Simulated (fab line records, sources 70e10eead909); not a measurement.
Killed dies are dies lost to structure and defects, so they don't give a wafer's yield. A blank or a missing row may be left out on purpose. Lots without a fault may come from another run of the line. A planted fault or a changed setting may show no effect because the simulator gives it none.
Chamber matching | flow nand_harc | NHARC_P_STI_ETCH_42 on rie_diel-03: 4 sister chambers
The step etches the open film in N2/H2, target depth 80 nm, overetch 24 nm, time 61 s. 16 wafers are shown with their chamber, then 8 later ones without.

WAFERS WITH THEIR CHAMBER
wafer  | chamber | showerhead_plenum_p_Torr (Torr) | oes_product_au (a.u.) | rf_vpp_V (V)
L084.2 | 3       | 2.08                            | 0.994                 | 430.8
L084.5 | 2       | 2.12                            | 1.004                 | 433.6
L084.6 | 3       | 2.08                            | 0.993                 | 430.1
L087.1 | 3       | 2.08                            | 0.990                 | 432.2
L087.2 | 1       | 2.03                            | 0.981                 | 431.5
L087.6 | 0       | 2.05                            | 1.010                 | 430.8
L088.2 | 1       | 2.03                            | 0.992                 | 430.8
L088.3 | 0       | 2.05                            | 1.007                 | 430.6
L088.6 | 1       | 2.03                            | 0.987                 | 431.0
L090.1 | 1       | 2.03                            | 1.002                 | 429.6
L090.2 | 0       | 2.05                            | 1.009                 | 430.6
L090.3 | 3       | 2.07                            | 0.997                 | 432.4
L092.1 | 0       | 2.05                            | 1.005                 | 430.0
L092.2 | 1       | 2.03                            | 0.987                 | 430.1
L092.4 | 3       | 2.07                            | 0.989                 | 431.2
L093.4 | 2       | 2.12                            | 1.013                 | 431.7

SIGNATURES (means of the wafers above)
reading                  | chamber 0 | chamber 1 | chamber 2 | chamber 3 | scatter within a chamber
showerhead_plenum_p_Torr | 2.0500    | 2.0300    | 2.1200    | 2.0760    | 0.00316
oes_product_au           | 1.00775   | 0.98980   | 1.00850   | 0.99260   | 0.00535
rf_vpp_V                 | 430.500   | 430.600   | 432.650   | 431.340   | 0.823
Rule: a wafer's distance from a chamber is the root of the sum, over the readings, of the square of ((its reading less the chamber's mean) divided by the reading's scatter). The wafer belongs to the nearest chamber; if the next one is less than 2 further off, it can't be placed. The scatter: the root of (the sum of the squares of (reading less its chamber's mean) over the shown wafers, divided by (wafers less chambers)).

WAFERS WITHOUT THEIR CHAMBER
wafer  | showerhead_plenum_p_Torr (Torr) | oes_product_au (a.u.) | rf_vpp_V (V)
L093.5 | 2.12                            | 1.011                 | 434.1
L093.6 | 2.03                            | 0.993                 | 430.4
L096.1 | 2.07                            | 1.003                 | 431.2
L096.2 | 2.05                            | 1.000                 | 431.8
L096.5 | 2.03                            | 0.979                 | 430.8
L097.1 | 2.12                            | 1.008                 | 434.6
L097.3 | 2.05                            | 0.990                 | 431.0
L097.4 | 2.07                            | 0.986                 | 432.7

WHICH CHAMBER EACH WENT THROUGH
wafer  | from the rows above | in truth
L093.5 | 2                   | 2
L093.6 | 1                   | 1
L096.1 | 3                   | 3
L096.2 | 0                   | 0
L096.5 | 1                   | 1
L097.1 | 2                   | 2
L097.3 | 0                   | 0
L097.4 | 3                   | 3
Placed correctly: 8 of 8. Can't be placed from these rows: 0. Placed wrongly: 0.
